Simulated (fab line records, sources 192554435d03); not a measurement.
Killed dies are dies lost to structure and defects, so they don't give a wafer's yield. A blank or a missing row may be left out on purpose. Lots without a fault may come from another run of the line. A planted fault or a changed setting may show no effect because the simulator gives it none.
Chamber matching | flow n5_finfet | N5_BEOL_M10_CMP_52 on cmp-01: 4 sister chambers
The step polishes, stops on SiCOH lowk, t overpolish 7 s, target thk 140 nm. 7 wafers are shown with their chamber, then 8 later ones without.

WAFERS WITH THEIR CHAMBER
wafer  | chamber | time_to_endpoint_s (s) | motor_current_A (A)
L078.2 | 1       | 72                     | 5.5
L079.6 | 2       | 69                     | 6.0
L081.4 | 0       | 73                     | 5.9
L084.1 | 2       | 72                     | 5.7
L084.2 | 3       | 66                     | 5.7
L084.6 | 0       | 72                     | 5.9
L087.1 | 3       | 65                     | 6.1

WAFERS WITHOUT THEIR CHAMBER
wafer  | time_to_endpoint_s (s) | motor_current_A (A)
L087.5 | 66                     | 5.8
L087.6 | 72                     | 5.7
L092.2 | 71                     | 5.8
L092.4 | 65                     | 6.1
L092.6 | 69                     | 5.4
L094.1 | 70                     | 5.8
L094.2 | 69                     | 6.0
L094.6 | 74                     | 5.9

WHICH CHAMBER EACH WENT THROUGH
wafer  | from the rows above               | in truth
L087.5 | 3                                 | 3
L087.6 | can't be placed: 1 or 0 or 2      | 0
L092.2 | can't be placed: 2 or 0 or 1      | 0
L092.4 | 3                                 | 3
L092.6 | can't be placed: 1 or 2 or 0 or 3 | 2
L094.1 | can't be placed: 2 or 0 or 1      | 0
L094.2 | can't be placed: 2 or 0 or 3 or 1 | 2
L094.6 | can't be placed: 0 or 1 or 2      | 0
Placed correctly: 2 of 8. Can't be placed from these rows: 6 (the true chamber is among the candidates in 6). Placed wrongly: 0.
How it was worked out, from the rows above alone: a wafer's distance from a chamber is the root of the sum, over the readings, of the square of ((its reading less the chamber's mean) divided by the reading's scatter). The wafer belongs to the nearest chamber; if the next one is less than 2 further off, it can't be placed. A chamber's mean is the mean of its shown wafers. The scatter: the root of (the sum of the squares of (reading less its chamber's mean) over the shown wafers, divided by (wafers less chambers)).
